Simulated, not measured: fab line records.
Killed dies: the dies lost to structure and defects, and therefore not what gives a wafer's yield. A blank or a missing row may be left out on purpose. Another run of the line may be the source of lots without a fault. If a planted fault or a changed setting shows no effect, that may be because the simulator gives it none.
Chamber matching || flow nand harc || NHARC_A_M0_CMP_23 on cmp-01 has 4 sister chambers
The step polishes, t overpolish 20 s, target thk 113.75 nm. 8 wafers are shown with their chamber, then 8 later ones without.

WAFERS PAIRED WITH THEIR CHAMBERS
{"wafer": "L076.5", "chamber": 0, "motor current A (A)": 12.3, "time to endpoint s (s)": 27.8}
{"wafer": "L078.4", "chamber": 1, "motor current A (A)": 13.1, "time to endpoint s (s)": 31.2}
{"wafer": "L080.4", "chamber": 0, "motor current A (A)": 12.8, "time to endpoint s (s)": 29.7}
{"wafer": "L080.5", "chamber": 3, "motor current A (A)": 10.7, "time to endpoint s (s)": 29.9}
{"wafer": "L088.2", "chamber": 2, "motor current A (A)": 12.6, "time to endpoint s (s)": 26.7}
{"wafer": "L088.5", "chamber": 3, "motor current A (A)": 10.9, "time to endpoint s (s)": 25.7}
{"wafer": "L088.6", "chamber": 2, "motor current A (A)": 13.1, "time to endpoint s (s)": 27.3}
{"wafer": "L093.4", "chamber": 1, "motor current A (A)": 13.3, "time to endpoint s (s)": 23.1}

WAFERS WHOSE CHAMBER IS MISSING
{"wafer": "L093.5", "motor current A (A)": 12.3, "time to endpoint s (s)": 24.9}
{"wafer": "L093.6", "motor current A (A)": 12.6, "time to endpoint s (s)": 25.7}
{"wafer": "L095.1", "motor current A (A)": 12.4, "time to endpoint s (s)": 30.2}
{"wafer": "L095.2", "motor current A (A)": 12.0, "time to endpoint s (s)": 26.6}
{"wafer": "L095.6", "motor current A (A)": 10.5, "time to endpoint s (s)": 29.3}
{"wafer": "L097.1", "motor current A (A)": 13.1, "time to endpoint s (s)": 31.2}
{"wafer": "L097.2", "motor current A (A)": 13.2, "time to endpoint s (s)": 31.7}
{"wafer": "L097.5", "motor current A (A)": 12.6, "time to endpoint s (s)": 34.1}

WHICH CHAMBER EACH WENT THROUGH
{"wafer": "L093.5", "from the rows above": "can't be placed: 0 or 2 or 1", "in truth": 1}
{"wafer": "L093.6", "from the rows above": "can't be placed: 0 or 2 or 1", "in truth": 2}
{"wafer": "L095.1", "from the rows above": "can't be placed: 0 or 2", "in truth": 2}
{"wafer": "L095.2", "from the rows above": "can't be placed: 0 or 2", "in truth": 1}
{"wafer": "L095.6", "from the rows above": 3, "in truth": 3}
{"wafer": "L097.1", "from the rows above": "can't be placed: 1 or 2 or 0", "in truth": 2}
{"wafer": "L097.2", "from the rows above": "can't be placed: 1 or 2 or 0", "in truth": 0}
{"wafer": "L097.5", "from the rows above": "can't be placed: 0 or 2 or 1", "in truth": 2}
1 of 8 placed correctly. Not placeable from these rows: 7 (in 6, the candidates include the true chamber). 0 placed wrongly.
How it was worked out, from the rows above alone: a wafer's distance from a chamber is the root of the sum, over the readings, of the square of ((its reading less the chamber's mean) divided by the reading's scatter). The wafer belongs to the nearest chamber; if the next one is less than 2 further off, it can't be placed. Each chamber's mean is taken over the wafers shown for it. The scatter is the square root of a quotient: the sum, over the shown wafers, of each reading's squared deviation from its chamber's mean, divided by wafers minus chambers.
